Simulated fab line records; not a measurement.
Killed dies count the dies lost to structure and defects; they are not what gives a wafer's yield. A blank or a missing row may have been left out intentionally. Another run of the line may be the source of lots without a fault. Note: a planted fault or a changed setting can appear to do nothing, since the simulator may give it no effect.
Which tool was responsible? -- flow n5-finfet -- 21 lots with 63 wafers sampled at 6 steps, on a route of 1938 steps

## WHAT THE GAUGES SHOWED, per wafer
N5_MOL_CONTACT_COAG_INSPECT_97: inspects for defects (darkfield).
lot,measured,on,raw-defect-count
L074,day 5 19:04,defect-inspect-01,33 44 85
L075,day 5 22:38,defect-inspect-01,34 35 36
L076,day 6 01:35,defect-inspect-02,17 18 25
L077,day 6 15:07,defect-inspect-01,62 40 55
L079,day 6 21:33,defect-inspect-01,33 39 30
L080,day 7 00:31,defect-inspect-01,30 33 24
L081,day 7 06:56,defect-inspect-01,48 40 51
L082,day 7 11:56,defect-inspect-02,51 30 39
L084,day 8 00:50,defect-inspect-01,70 74 86
L085,day 8 07:48,defect-inspect-01,28 44 26
L086,day 8 10:47,defect-inspect-02,48 52 48
L087,day 8 13:49,defect-inspect-02,36 39 36
L088,day 8 23:40,defect-inspect-02,46 97 57
L090,day 9 11:23,defect-inspect-02,32 35 22
L091,day 9 16:46,defect-inspect-01,69 39 56
L092,day 10 00:12,defect-inspect-01,52 34 34
L093,day 10 05:26,defect-inspect-01,35 33 48
L094,day 10 13:47,defect-inspect-01,44 28 33
L095,day 10 16:50,defect-inspect-02,26 46 40
L096,day 10 21:23,defect-inspect-02,22 43 35
L097,day 11 04:49,defect-inspect-01,34 28 32

## WHICH TOOL RAN EACH LOT (tool, then ch and the chambers of the sampled wafers, then the start)
lot,N5_MOL_CONTACT_COAG_ALD_27,N5_MOL_CONTACT_COAG_ETCH_89,N5_MOL_CONTACT_COAG_STRIP_96,N5_MOL_CONTACT_COAG_ETCH_48,N5_MOL_CONTACT_COAG_CMP_52
L074,"ald-sin-01 ch 0,2, day 5 08:23","rie-diel-01 ch 0,1, day 5 11:47","rie-diel-06 ch 0,1,2, day 5 13:10","rie-diel-06 ch 0,2, day 5 14:59","cmp-04 ch 0,1,3, day 5 15:47"
L075,"ald-sin-02 ch 0,2,3, day 5 13:16","rie-diel-03 ch 1,2, day 5 16:29","rie-diel-03 ch 0,3, day 5 17:04","rie-diel-01 ch 1,2, day 5 18:31","cmp-02 ch 0,2,3, day 5 19:19"
L076,"ald-sin-03 ch 1,2, day 5 13:41","rie-diel-01 ch 0,1,2, day 5 16:55","rie-diel-03 ch 1,2, day 5 17:25","rie-diel-01 ch 0,2,3, day 5 18:58","cmp-04 ch 0,1,3, day 5 19:44"
L077,"ald-sin-02 ch 0,1,2, day 6 03:14","rie-diel-03 ch 1,2,3, day 6 06:30","rie-diel-03 ch 2,3, day 6 07:23","rie-diel-03 ch 0,3, day 6 09:07","cmp-04 ch 0,2,3, day 6 09:58"
L079,"ald-sin-03 ch 0,1, day 6 12:23","rie-diel-01 ch 1,3, day 6 15:26","rie-diel-03 ch 1,3, day 6 15:59","rie-diel-06 ch 1,2,3, day 6 17:26","cmp-02 ch 0,3, day 6 18:10"
L080,"ald-sin-01 ch 1,2, day 6 12:56","rie-diel-03 ch 0,1,3, day 6 16:17","rie-diel-01 ch 0,1,3, day 6 16:47","rie-diel-06 ch 1,2,3, day 6 18:10","cmp-03 ch 0,2, day 6 18:57"
L081,"ald-sin-02 ch 2,3, day 6 20:56","rie-diel-06 ch 1,2, day 6 23:50","rie-diel-01 ch 0,2, day 7 00:22","rie-diel-06 ch 2,3, day 7 02:51","cmp-03 ch 0,1,3, day 7 03:40"
L082,"ald-sin-01 ch 1,3, day 7 01:51","rie-diel-01 ch 0,2, day 7 05:49","rie-diel-06 ch 1,2, day 7 06:19","rie-diel-03 ch 1,3, day 7 07:49","cmp-03 ch 0,2, day 7 08:34"
L084,"ald-sin-02 ch 2,3, day 7 15:54","rie-diel-06 ch 0,2,3, day 7 18:50","rie-diel-03 ch 0,1,3, day 7 19:20","rie-diel-03 ch 0,1,3, day 7 20:35","cmp-03 ch 0,1,2, day 7 21:31"
L085,"ald-sin-03 ch 1,2,3, day 7 22:04","rie-diel-06 ch 2,3, day 8 01:05","rie-diel-03 ch 1,2, day 8 01:41","rie-diel-06 ch 1,2, day 8 03:21","cmp-03 ch 2,3, day 8 04:26"
L086,"ald-sin-01 ch 0,1,3, day 7 22:19","rie-diel-03 ch 1,2,3, day 8 01:57","rie-diel-03 ch 0,1,2, day 8 02:58","rie-diel-03 ch 0,1,2, day 8 04:34","cmp-03 ch 0,1,2, day 8 05:28"
L087,"ald-sin-02 ch 0,3, day 8 02:32","rie-diel-03 ch 1,2,3, day 8 05:29","rie-diel-03 ch 1,2,3, day 8 06:11","rie-diel-06 ch 2,3, day 8 07:30","cmp-03 ch 1,2, day 8 08:16"
L088,"ald-sin-02 ch 0,1,2, day 8 13:31","rie-diel-06 ch 1,2,3, day 8 16:25","rie-diel-03 ch 0,2,3, day 8 17:14","rie-diel-01 ch 0,1,3, day 8 19:33","cmp-04 ch 0,2,3, day 8 20:18"
L090,"ald-sin-03 ch 0,1, day 9 01:19","rie-diel-06 ch 1,2, day 9 04:30","rie-diel-06 ch 0,1,3, day 9 05:00","rie-diel-06 ch 1,3, day 9 07:17","cmp-03 ch 0,1,2, day 9 08:08"
L091,"ald-sin-03 ch 0,2,3, day 9 06:52","rie-diel-03 ch 1,2,3, day 9 09:55","rie-diel-06 ch 1,2,3, day 9 10:26","rie-diel-03 ch 0,1,3, day 9 12:39","cmp-03 ch 0,1,3, day 9 13:26"
L092,"ald-sin-02 ch 1,2,3, day 9 14:43","rie-diel-06 ch 1,2, day 9 17:44","rie-diel-01 ch 0,1,2, day 9 18:19","rie-diel-01 ch 0,1,2, day 9 20:02","cmp-03 ch 1,2,3, day 9 20:52"
L093,"ald-sin-01 ch 0,1,3, day 9 20:23","rie-diel-06 ch 0,1,2, day 9 23:17","rie-diel-03 ch 0,2,3, day 9 23:50","rie-diel-06 ch 0,1, day 10 01:21","cmp-04 ch 0,1, day 10 02:05"
L094,"ald-sin-01 ch 0,1,2, day 10 04:24","rie-diel-06 ch 0,1, day 10 07:34","rie-diel-01 ch 0,2,3, day 10 08:04","rie-diel-06 ch 0,3, day 10 09:38","cmp-03 ch 1,2,3, day 10 10:34"
L095,"ald-sin-01 ch 1,2, day 10 06:46","rie-diel-06 ch 0,3, day 10 09:48","rie-diel-06 ch 0,1, day 10 10:20","rie-diel-06 ch 1,2,3, day 10 11:42","cmp-03 ch 2,3, day 10 12:28"
L096,"ald-sin-02 ch 0,3, day 10 12:23","rie-diel-03 ch 0,1,2, day 10 15:17","rie-diel-01 ch 0,1,3, day 10 15:47","rie-diel-06 ch 1,2,3, day 10 17:18","cmp-04 ch 1,3, day 10 18:02"
L097,"ald-sin-03 ch 0,1,3, day 10 18:55","rie-diel-03 ch 1,3, day 10 22:34","rie-diel-03 ch 0,2,3, day 10 23:07","rie-diel-03 ch 0,2,3, day 11 00:23","cmp-03 ch 0,1,3, day 11 01:32"
- N5_MOL_CONTACT_COAG_ALD_27: deposits SiOC, target thk 17 nm, pulse time 1.5 s, time 2720 s.
- N5_MOL_CONTACT_COAG_ETCH_89: etches underlayer in N2/H2, target depth 13 nm, time 10.4 s.
- N5_MOL_CONTACT_COAG_STRIP_96: strips in N2/H2.
- N5_MOL_CONTACT_COAG_ETCH_48: etches SiOC in C4F6/O2, target depth 15 nm, overetch 4.5 nm, time 17 s.
- N5_MOL_CONTACT_COAG_CMP_52: polishes, stops on SiO2, t overpolish 1.5 s, target thk 66.5 nm.

## AS READ BY THE TOOLS THEMSELVES (means over the sampled wafers that have a number; for cases with no such wafer, the mark the record gives instead)
N5_MOL_CONTACT_COAG_ALD_27.
lot,tool,heater-power-w (W),precursor-pulse-height-rel
L074,ald-sin-01,806,1.001
L075,ald-sin-02,844,1.015
L076,ald-sin-03,803,0.986
L077,ald-sin-02,866,0.997
L079,ald-sin-03,867,1.003
L080,ald-sin-01,829,1.007
L081,ald-sin-02,721,0.992
L082,ald-sin-01,851,1.014
L084,ald-sin-02,792,0.998
L085,ald-sin-03,800,1.003
L086,ald-sin-01,841,0.999
L087,ald-sin-02,893,1.004
L088,ald-sin-02,870,1.012
L090,ald-sin-03,871,1.006
L091,ald-sin-03,787,1.002
L092,ald-sin-02,764,1.014
L093,ald-sin-01,852,0.985
L094,ald-sin-01,844,0.999
L095,ald-sin-01,835,0.998
L096,ald-sin-02,770,1.004
L097,ald-sin-03,825,1.018

N5_MOL_CONTACT_COAG_ETCH_89.
lot,tool,bias-w (W),drypump-motor-current-A (A),etch-rf-on-time-s (s),oes-product-au (a.u.),rf-vpp-V (V),showerhead-plenum-p-Torr (Torr),throttle-valve-pct (%)
L074,rie-diel-01,150.3,5.4,10.32,0.79,523.0,2.53,17.93
L075,rie-diel-03,149.7,5.7,10.48,0.74,528.6,2.69,17.69
L076,rie-diel-01,150.1,5.6,10.36,0.72,524.4,2.58,17.93
L077,rie-diel-03,149.9,5.5,10.62,0.70,525.5,2.60,17.74
L079,rie-diel-01,150.6,5.9,10.39,0.62,522.7,2.52,17.65
L080,rie-diel-03,150.0,5.6,10.54,0.67,525.6,2.58,17.86
L081,rie-diel-06,150.0,6.1,10.21,0.70,522.0,2.49,18.12
L082,rie-diel-01,150.2,5.6,10.42,0.72,524.1,2.55,18.21
L084,rie-diel-06,149.9,6.0,10.36,0.67,523.8,2.55,17.90
L085,rie-diel-06,149.8,5.9,10.13,0.71,524.3,2.55,17.83
L086,rie-diel-03,150.0,5.5,10.55,0.68,525.2,2.59,17.78
L087,rie-diel-03,150.2,5.5,10.70,0.68,524.8,2.59,17.77
L088,rie-diel-06,150.7,6.0,10.21,0.69,522.6,2.52,17.99
L090,rie-diel-06,149.9,6.2,10.32,0.68,522.5,2.48,18.15
L091,rie-diel-03,150.1,5.5,10.63,0.67,525.7,2.58,17.80
L092,rie-diel-06,149.9,6.5,10.23,0.66,523.1,2.50,18.17
L093,rie-diel-06,150.2,6.1,10.33,0.66,522.4,2.51,18.08
L094,rie-diel-06,149.8,5.8,10.37,0.66,523.5,2.52,18.00
L095,rie-diel-06,150.3,5.7,10.39,0.66,524.0,2.55,17.85
L096,rie-diel-03,149.6,5.8,10.38,0.67,527.2,2.65,17.88
L097,rie-diel-03,149.3,5.3,10.75,0.63,521.7,2.49,17.85

N5_MOL_CONTACT_COAG_STRIP_96.
lot,tool,drypump-motor-current-A (A),oes-product-au (a.u.),rf-vpp-V (V),showerhead-plenum-p-Torr (Torr),temp-c (C),throttle-valve-pct (%)
L074,rie-diel-06,6.1,0.80,122.6,3.33,39.95,19.0
L075,rie-diel-03,5.7,0.72,122.7,3.38,39.95,19.3
L076,rie-diel-03,5.8,0.90,123.4,3.55,40.00,18.4
L077,rie-diel-03,5.3,0.75,121.9,3.31,40.04,18.9
L079,rie-diel-03,5.6,0.85,122.4,3.44,39.96,18.5
L080,rie-diel-01,5.7,0.81,121.4,3.33,39.94,18.9
L081,rie-diel-01,5.8,0.80,121.5,3.43,40.02,19.6
L082,rie-diel-06,6.1,0.81,122.0,3.29,39.98,19.2
L084,rie-diel-03,5.6,0.78,122.9,3.40,40.13,19.0
L085,rie-diel-03,5.7,0.83,122.5,3.53,40.13,18.6
L086,rie-diel-03,5.8,0.80,122.6,3.51,39.88,18.9
L087,rie-diel-03,5.5,0.80,122.4,3.42,40.00,18.7
L088,rie-diel-03,5.6,0.74,122.6,3.38,40.05,19.1
L090,rie-diel-06,5.7,0.80,123.0,3.34,40.05,19.0
L091,rie-diel-06,6.0,0.80,121.8,3.32,40.01,19.0
L092,rie-diel-01,5.6,0.80,121.6,3.38,40.00,19.2
L093,rie-diel-03,5.6,0.73,121.7,3.38,40.11,19.1
L094,rie-diel-01,5.8,0.83,120.8,3.35,40.02,19.2
L095,rie-diel-06,5.8,0.79,121.2,3.29,39.96,19.2
L096,rie-diel-01,5.7,0.85,123.1,3.32,39.93,18.8
L097,rie-diel-03,5.6,0.73,121.0,3.38,39.91,19.1

N5_MOL_CONTACT_COAG_ETCH_48.
lot,tool,bias-w (W),drypump-motor-current-A (A),oes-product-au (a.u.),rf-vpp-V (V),showerhead-plenum-p-Torr (Torr),throttle-valve-pct (%)
L074,rie-diel-06,463.4,6.5,0.66,1597,2.85,40.9
L075,rie-diel-01,465.8,5.8,0.65,1601,2.92,40.9
L076,rie-diel-01,465.1,5.8,0.65,1598,2.85,40.8
L077,rie-diel-03,464.7,5.7,0.62,1593,2.86,40.9
L079,rie-diel-06,466.0,6.0,0.69,1594,2.83,40.9
L080,rie-diel-06,465.3,6.0,0.66,1594,2.83,40.9
L081,rie-diel-06,466.4,6.4,0.64,1601,2.86,40.9
L082,rie-diel-03,466.5,5.6,0.74,1584,2.92,40.6
L084,rie-diel-03,464.0,5.6,0.66,1588,2.89,40.7
L085,rie-diel-06,465.9,6.5,0.69,1594,2.81,41.1
L086,rie-diel-03,465.1,5.8,0.69,1596,2.97,40.6
L087,rie-diel-06,464.3,6.4,0.66,1601,2.85,40.9
L088,rie-diel-01,464.8,5.7,0.73,1589,2.81,40.5
L090,rie-diel-06,465.1,5.5,0.66,1593,2.83,40.8
L091,rie-diel-03,464.3,5.6,0.65,1588,2.88,40.7
L092,rie-diel-01,467.1,5.6,0.64,1595,2.86,40.9
L093,rie-diel-06,463.8,5.8,0.62,1582,2.81,40.8
L094,rie-diel-06,464.9,5.6,0.69,1595,2.86,40.6
L095,rie-diel-06,465.4,6.0,0.66,1592,2.82,40.9
L096,rie-diel-06,465.2,6.0,0.63,1593,2.82,40.9
L097,rie-diel-03,464.0,5.6,0.62,1593,2.86,40.8

N5_MOL_CONTACT_COAG_CMP_52.
lot,tool,motor-current-A (A),overpolish-run-s (s),platen-rpm (rpm),time-to-endpoint-s (s)
L074,cmp-04,11.5,1.500,50.28,12.7
L075,cmp-02,11.8,1.504,50.32,13.6
L076,cmp-04,11.2,1.505,50.30,12.7
L077,cmp-04,11.1,1.497,50.29,13.5
L079,cmp-02,10.5,1.502,50.30,17.1
L080,cmp-03,9.2,1.496,50.34,14.6
L081,cmp-03,12.6,1.510,50.31,13.1
L082,cmp-03,9.2,1.501,50.29,12.2
L084,cmp-03,10.7,1.506,50.29,15.7
L085,cmp-03,10.9,1.504,50.30,16.3
L086,cmp-03,10.7,1.498,50.30,12.5
L087,cmp-03,10.8,1.495,50.29,13.9
L088,cmp-04,11.3,1.504,50.32,14.0
L090,cmp-03,10.5,1.496,50.27,13.8
L091,cmp-03,12.3,1.495,50.31,11.1
L092,cmp-03,12.5,1.499,50.30,13.1
L093,cmp-04,11.4,1.496,50.29,13.0
L094,cmp-03,12.6,1.508,50.30,12.4
L095,cmp-03,13.2,1.504,50.32,13.6
L096,cmp-04,10.5,1.491,50.29,13.0
L097,cmp-03,11.8,1.503,50.31,10.8

## THE ANSWER, worked out from the rows above alone
Rule: usual is defined by the lots themselves. Put in order of their means at a reading, lots are off if they are a third of the lots or fewer, leave a main group of 4 or more, and stand apart from it by a gap of 3 or more times the standard deviation of the main group's means; of several such gaps the widest counts. The tables above print the reading to a certain number of digits; a main group whose means all agree to those digits is not used. Also off: a lot with no number at a reading for which 4 or more lots have one. The other lots that the step has rows for count as sound. After the gauges, taken in route order, come the tools' own readings; for these a lot's mean is taken, as printed above. At the first step where some lot is off, the reading lying furthest off is the one used; lots without a number count as furthest.
No lot is off at any reading shown: from this, nothing can be told.

## WHAT THE SIMULATOR PUT IN
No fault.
